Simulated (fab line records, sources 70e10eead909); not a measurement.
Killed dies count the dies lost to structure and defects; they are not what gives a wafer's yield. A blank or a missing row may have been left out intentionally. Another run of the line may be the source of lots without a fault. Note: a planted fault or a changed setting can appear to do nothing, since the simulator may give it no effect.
Which of the tools did it? :: flow nand_harc :: 24 lots with 72 wafers sampled at 2 steps, on a route of 1159 steps

== WHAT EACH GAUGE READ, for each wafer ==
NHARC_A_CONTACT_CD_MEAS_42 targets a cd of 200 nm. Usual: cd_nm 199.9 nm, standard deviation 0.52.
lot: L074
measured: day 16 08:23
on: cd_sem-01
cd_nm (nm): 199.3 199.3 199.5
flag: 

lot: L075
measured: day 16 08:39
on: cd_sem-01
cd_nm (nm): 200.5 200.3 200.6
flag: 

lot: L077
measured: day 17 03:26
on: cd_sem-02
cd_nm (nm): 200.7 200.3 200.3
flag: 

lot: L076
measured: day 17 01:11
on: cd_sem-03
cd_nm (nm): 199.5 200.1 200.5
flag: 

lot: L078
measured: day 17 13:19
on: cd_sem-03
cd_nm (nm): 199.8 200.2 200.1
flag: 

lot: L079
measured: day 17 18:25
on: cd_sem-01
cd_nm (nm): 199.5 199.6 198.8
flag: 

lot: L080
measured: day 18 05:18
on: cd_sem-02
cd_nm (nm): 199.9 200.1 200.4
flag: 

lot: L081
measured: day 18 07:09
on: cd_sem-01
cd_nm (nm): 200.5 200.8 200.5
flag: 

lot: L085
measured: day 18 22:27
on: cd_sem-03
cd_nm (nm): 199.8 200.0 199.5
flag: 

lot: L084
measured: day 18 22:17
on: cd_sem-02
cd_nm (nm): 200.4 200.0 199.5
flag: 

lot: L082
measured: day 19 03:30
on: cd_sem-01
cd_nm (nm): 200.8 200.5 199.7
flag: 

lot: L083
measured: day 19 02:43
on: cd_sem-01
cd_nm (nm): 199.5 199.3 199.3
flag: 

lot: L086
measured: day 19 15:29
on: cd_sem-01
cd_nm (nm): 198.8 198.9 199.0
flag: 

lot: L087
measured: day 19 15:13
on: cd_sem-03
cd_nm (nm): 200.1 199.7 199.9
flag: 

lot: L088
measured: day 20 07:45
on: cd_sem-01
cd_nm (nm): 200.5 199.4 199.9
flag: 

lot: L089
measured: day 20 08:10
on: cd_sem-01
cd_nm (nm): 200.0 199.8 200.3
flag: 

lot: L090
measured: day 20 20:44
on: cd_sem-03
cd_nm (nm): 200.4 199.9 199.7
flag: 

lot: L091
measured: day 20 20:54
on: cd_sem-01
cd_nm (nm): 199.5 200.3 200.1
flag: 

lot: L092
measured: day 21 02:12
on: cd_sem-01
cd_nm (nm): 200.4 200.0 200.2
flag: 

lot: L096
measured: day 21 23:56
on: cd_sem-01
cd_nm (nm): 199.6 199.9 199.7
flag: 

lot: L094
measured: day 21 23:13
on: cd_sem-03
cd_nm (nm): 199.2 199.4 199.1
flag: 

lot: L093
measured: day 21 19:16
on: cd_sem-02
cd_nm (nm): 199.2 199.4 199.8
flag: 

lot: L095
measured: day 21 19:06
on: cd_sem-03
cd_nm (nm): 200.6 200.1 200.3
flag: 

lot: L097
measured: day 22 06:53
on: cd_sem-01
cd_nm (nm): 198.9 199.3 200.3
flag: 

== WHICH TOOL RAN EACH LOT (tool, then ch and the chambers of the sampled wafers, then the start) ==
lot: L074
NHARC_A_WL_FILL_STRIP_27: plasma_asher-01 ch 0,1, day 15 04:56

lot: L075
NHARC_A_WL_FILL_STRIP_27: plasma_asher-02 ch 0,1, day 15 06:48

lot: L077
NHARC_A_WL_FILL_STRIP_27: plasma_asher-02 ch 1, day 15 20:50

lot: L076
NHARC_A_WL_FILL_STRIP_27: plasma_asher-01 ch 0,1, day 15 20:50

lot: L078
NHARC_A_WL_FILL_STRIP_27: plasma_asher-01 ch 0,1, day 16 07:56

lot: L079
NHARC_A_WL_FILL_STRIP_27: plasma_asher-01 ch 0,1, day 16 10:27

lot: L080
NHARC_A_WL_FILL_STRIP_27: plasma_asher-01 ch 0,1, day 17 02:15

lot: L081
NHARC_A_WL_FILL_STRIP_27: plasma_asher-01 ch 0,1, day 17 05:25

lot: L085
NHARC_A_WL_FILL_STRIP_27: plasma_asher-02 ch 0,1, day 17 17:01

lot: L084
NHARC_A_WL_FILL_STRIP_27: plasma_asher-01 ch 0,1, day 17 17:19

lot: L082
NHARC_A_WL_FILL_STRIP_27: plasma_asher-02 ch 0,1, day 17 20:08

lot: L083
NHARC_A_WL_FILL_STRIP_27: plasma_asher-01 ch 0,1, day 17 20:22

lot: L086
NHARC_A_WL_FILL_STRIP_27: plasma_asher-01 ch 0, day 18 13:34

lot: L087
NHARC_A_WL_FILL_STRIP_27: plasma_asher-02 ch 0,1, day 18 13:40

lot: L088
NHARC_A_WL_FILL_STRIP_27: plasma_asher-01 ch 0,1, day 19 06:19

lot: L089
NHARC_A_WL_FILL_STRIP_27: plasma_asher-01 ch 0,1, day 19 06:33

lot: L090
NHARC_A_WL_FILL_STRIP_27: plasma_asher-01 ch 0, day 19 14:41

lot: L091
NHARC_A_WL_FILL_STRIP_27: plasma_asher-02 ch 0,1, day 19 15:06

lot: L092
NHARC_A_WL_FILL_STRIP_27: plasma_asher-02 ch 0,1, day 19 19:43

lot: L096
NHARC_A_WL_FILL_STRIP_27: plasma_asher-01 ch 0,1, day 20 09:14

lot: L094
NHARC_A_WL_FILL_STRIP_27: plasma_asher-02 ch 0,1, day 20 09:31

lot: L093
NHARC_A_WL_FILL_STRIP_27: plasma_asher-01 ch 0, day 20 11:59

lot: L095
NHARC_A_WL_FILL_STRIP_27: plasma_asher-02 ch 0,1, day 20 12:04

lot: L097
NHARC_A_WL_FILL_STRIP_27: plasma_asher-01 ch 0,1, day 20 21:13
- NHARC_A_WL_FILL_STRIP_27: strips in N2/H2, time 20 s.

== AS READ BY THE TOOLS THEMSELVES (means over the sampled wafers that have a number; for cases with no such wafer, the mark the record gives instead) ==
NHARC_A_WL_FILL_STRIP_27. Usual: drypump_motor_current_A 6.00 A, standard deviation 0.23; heater_power_w 347 W, standard deviation 20.
lot: L074
tool: plasma_asher-01
drypump_motor_current_A (A): 6.16
heater_power_w (W): 344
flag: 

lot: L075
tool: plasma_asher-02
drypump_motor_current_A (A): 5.82
heater_power_w (W): 348
flag: 

lot: L077
tool: plasma_asher-02
drypump_motor_current_A (A): 5.67
heater_power_w (W): 320
flag: 

lot: L076
tool: plasma_asher-01
drypump_motor_current_A (A): 6.12
heater_power_w (W): 342
flag: 

lot: L078
tool: plasma_asher-01
drypump_motor_current_A (A): 6.02
heater_power_w (W): 351
flag: 

lot: L079
tool: plasma_asher-01
drypump_motor_current_A (A): 6.11
heater_power_w (W): 333
flag: 

lot: L080
tool: plasma_asher-01
drypump_motor_current_A (A): 6.00
heater_power_w (W): 345
flag: 

lot: L081
tool: plasma_asher-01
drypump_motor_current_A (A): 6.01
heater_power_w (W): 346
flag: 

lot: L085
tool: plasma_asher-02
drypump_motor_current_A (A): 5.97
heater_power_w (W): 362
flag: 

lot: L084
tool: plasma_asher-01
drypump_motor_current_A (A): 6.16
heater_power_w (W): 335
flag: 

lot: L082
tool: plasma_asher-02
drypump_motor_current_A (A): 5.98
heater_power_w (W): 361
flag: 

lot: L083
tool: plasma_asher-01
drypump_motor_current_A (A): 6.14
heater_power_w (W): 341
flag: 

lot: L086
tool: plasma_asher-01
drypump_motor_current_A (A): 5.84
heater_power_w (W): 348
flag: 

lot: L087
tool: plasma_asher-02
drypump_motor_current_A (A): 5.97
heater_power_w (W): 374
flag: 

lot: L088
tool: plasma_asher-01
drypump_motor_current_A (A): 6.00
heater_power_w (W): 346
flag: 

lot: L089
tool: plasma_asher-01
drypump_motor_current_A (A): 6.03
heater_power_w (W): 347
flag: 

lot: L090
tool: plasma_asher-01
drypump_motor_current_A (A): 5.87
heater_power_w (W): 346
flag: 

lot: L091
tool: plasma_asher-02
drypump_motor_current_A (A): 5.81
heater_power_w (W): 350
flag: 

lot: L092
tool: plasma_asher-02
drypump_motor_current_A (A): 5.98
heater_power_w (W): 370
flag: 

lot: L096
tool: plasma_asher-01
drypump_motor_current_A (A): 6.00
heater_power_w (W): 331
flag: 

lot: L094
tool: plasma_asher-02
drypump_motor_current_A (A): 5.81
heater_power_w (W): 352
flag: 

lot: L093
tool: plasma_asher-01
drypump_motor_current_A (A): 5.85
heater_power_w (W): 328
flag: 

lot: L095
tool: plasma_asher-02
drypump_motor_current_A (A): 5.82
heater_power_w (W): 353
flag: 

lot: L097
tool: plasma_asher-01
drypump_motor_current_A (A): 6.16
heater_power_w (W): 347
flag: 

== THE ANSWER, worked out from the rows above alone ==
Rule: take the mean of a lot's wafers that have a number; if it is more than 3 standard deviations from the usual mean, the lot is off. A lot without any number at a reading at which 4 lots or more have one is off too. All remaining lots with rows at the step are treated as sound. Order of review: gauges by route order, followed by the tools' own readings, for which a lot's mean as printed above is used. At the first step where some lot is off, the reading lying furthest off is the one used; lots without a number count as furthest.
Across all readings shown, no lot is off: no conclusion can be drawn from this.

== WHAT THE SIMULATOR PUT IN ==
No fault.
